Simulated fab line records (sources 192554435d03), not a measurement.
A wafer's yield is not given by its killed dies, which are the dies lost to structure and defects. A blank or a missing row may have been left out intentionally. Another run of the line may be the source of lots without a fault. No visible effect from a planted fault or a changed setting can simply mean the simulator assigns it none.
Split-lot trial | flow n5Finfet | 21 wafers read across 7 lots, on a route 1938 steps long

== THE SPLIT ITSELF ==
At N5_BEOL_M0_SAQP_ILD_DEP_01 (deposits SiOC from DEMS/O2, target thk 45.419 nm, time 8.7 s), the setting timeS was moved away from the recipe's 8.7 s on 2 of the 21 wafers read, by -14.6% to +9.7%. This setting was run at the recipe's value on the other wafers.

Reading taken at the split's own step.

== THE READING ==
SiOC_of_BEOL_M0_SAQP_ILD_DEP_01.thkNm (the simulator's own value, which no gauge read), in nm, at N5_BEOL_M0_SAQP_ILD_DEP_01 (deposits SiOC from DEMS/O2, target thk 45.419 nm, time 8.7 s). No usual value for it is given in the file. The 19 wafers here that ran the recipe average 45.4 nm, standard deviation 0.64 nm.

wafer  | tool, chamber at the split | timeS as run, s | against the recipe | SiOC_of_BEOL_M0_SAQP_ILD_DEP_01.thkNm, nm | against lot-mates on the recipe
L078.2 | pecvd-04, 2                | 8.7             | recipe             | 45.2                                      | -
L078.3 | pecvd-04, 0                | 8.7             | recipe             | 44.8                                      | -
L078.4 | pecvd-04, 1                | 8.7             | recipe             | 46                                        | -
L082.1 | pecvd-03, 0                | 8.7             | recipe             | 45                                        | -
L082.4 | pecvd-03, 2,0              | 8.7             | recipe             | 45.8                                      | -
L082.5 | pecvd-03, 2,0              | 8.7             | recipe             | 45.8                                      | -
L086.1 | pecvd-01, 2                | 8.7             | recipe             | 45.4                                      | -
L086.3 | pecvd-01, 1                | 9.543           | +9.7%              | 49.8                                      | +4.0
L086.4 | pecvd-01, 1                | 8.7             | recipe             | 46.2                                      | -
L085.3 | pecvd-04, 1                | 8.7             | recipe             | 45                                        | -
L085.5 | pecvd-04, 0                | 8.7             | recipe             | 44.8                                      | -
L085.6 | pecvd-04, 1                | 8.7             | recipe             | 45.8                                      | -
L094.2 | pecvd-01, 2                | 8.7             | recipe             | 44.2                                      | -
L094.4 | pecvd-01, 0                | 8.7             | recipe             | 44.4                                      | -
L094.5 | pecvd-01, 2                | 8.7             | recipe             | 45.2                                      | -
L095.1 | pecvd-04, 0,2              | 8.7             | recipe             | 45.8                                      | -
L095.3 | pecvd-04, 0,2              | 8.7             | recipe             | 45.8                                      | -
L095.6 | pecvd-04, 2                | 8.7             | recipe             | 46.8                                      | -
L096.3 | pecvd-03, 1                | 8.7             | recipe             | 44.8                                      | -
L096.5 | pecvd-03, 1                | 7.431           | -14.6%             | 39                                        | -6.0
L096.6 | pecvd-03, 0                | 8.7             | recipe             | 45.2                                      | -
When a row names more than one chamber, that row covers several wafers, and the file does not tell which wafer ran in which chamber.

FIT RESULTS
A straight line over all 21 wafers: SiOC_of_BEOL_M0_SAQP_ILD_DEP_01.thkNm changes by +0.443 nm for each +1% of timeS; r = +0.94; the points scatter about the line by 0.64 nm.
The same after taking each lot's own level away (the mean of its wafers on the recipe; 21 wafers): +0.412 nm for each +1%; r = +0.97; scatter 0.42 nm.
That fit puts the effect of the largest move of timeS on the reading at 6 nm.
From 44.60 to 46.13 nm: that is the span of the lots' own levels, equal to 2.4 times the standard deviation above.
The two slopes agree, so the slope changes little with the lot-to-lot level.
Check: -6.02 nm against its lot-mates is what the line predicts for one of the wafers moved furthest among these (-14.6%) when that wafer is left out of the fit. Against them it came out at -6 nm.

== THESE WAFERS: OTHER SPLITS ==
Note: prior to the reading, these wafers also went through further splits. Each is held against what the fit with the lots' levels taken away leaves over:
other split on the same wafers              | wafers away from the commonest value | r with SiOC_of_BEOL_M0_SAQP_ILD_DEP_01.thkNm (lot level and that fit taken away)
N5_HKMG_FIN_ETCH_58 sourceW                 | 3                                    | -0.09
N5_GATE_CUT_ETCH_58 biasW                   | 5                                    | +0.04
N5_GATE_CUT_ALD_22 aldCycles                | 3                                    | +0.22
N5_MOL_CONTACT_COAG_ETCH_105 biasW          | 6                                    | +0.11
N5_MOL_CONTACT_COAG_CONTACT_ETCH_14 sourceW | 5                                    | -0.16
N5_BEOL_M0_SAQP_PECVD_00 timeS              | 7                                    | -0.29

== THE FILE'S OWN FIT ==
SiOC_of_BEOL_M0_SAQP_ILD_DEP_01.thkNm changes by +0.412 nm for each +1% of timeS, r = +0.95.
